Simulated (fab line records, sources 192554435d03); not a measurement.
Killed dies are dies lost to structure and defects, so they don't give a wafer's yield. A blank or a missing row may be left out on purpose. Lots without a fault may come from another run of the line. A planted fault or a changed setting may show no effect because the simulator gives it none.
Chamber matching | flow n5_finfet | N5_BEOL_M10_DESCUM_33 on rie_diel-04: 4 sister chambers
The step chemistry O2, time 7.9 s. 4 wafers are shown with their chamber, then 11 later ones without.

WAFERS WITH THEIR CHAMBER
wafer  | chamber | drypump_motor_current_A (A)
L087.2 | 0       | 6.0
L087.4 | 1       | 5.6
L089.6 | 3       | 5.1
L091.2 | 2       | 5.7

WAFERS WITHOUT THEIR CHAMBER
wafer  | drypump_motor_current_A (A)
L091.4 | 6.0
L091.6 | 5.6
L092.2 | 6.1
L092.4 | 5.7
L092.6 | 5.7
L093.2 | 6.0
L093.3 | 5.1
L093.5 | 5.1
L097.3 | 5.7
L097.5 | 5.7
L097.6 | 5.1

WHICH CHAMBER EACH WENT THROUGH
wafer  | from the rows above | in truth
L091.4 | 0                   | 0
L091.6 | 1                   | 1
L092.2 | 0                   | 0
L092.4 | 2                   | 2
L092.6 | 2                   | 2
L093.2 | 0                   | 0
L093.3 | 3                   | 3
L093.5 | 3                   | 3
L097.3 | 2                   | 2
L097.5 | 2                   | 2
L097.6 | 3                   | 3
Placed correctly: 11 of 11. Can't be placed from these rows: 0. Placed wrongly: 0.
How it was worked out, from the rows above alone: a wafer's distance from a chamber is the root of the sum, over the readings, of the square of ((its reading less the chamber's mean) divided by the reading's scatter). The wafer belongs to the nearest chamber; if the next one is less than 2 further off, it can't be placed. A chamber's mean is the mean of its shown wafers. The scatter: with one shown wafer a chamber, the root of the mean of the squares of how far each hidden wafer lies from its nearest shown one.
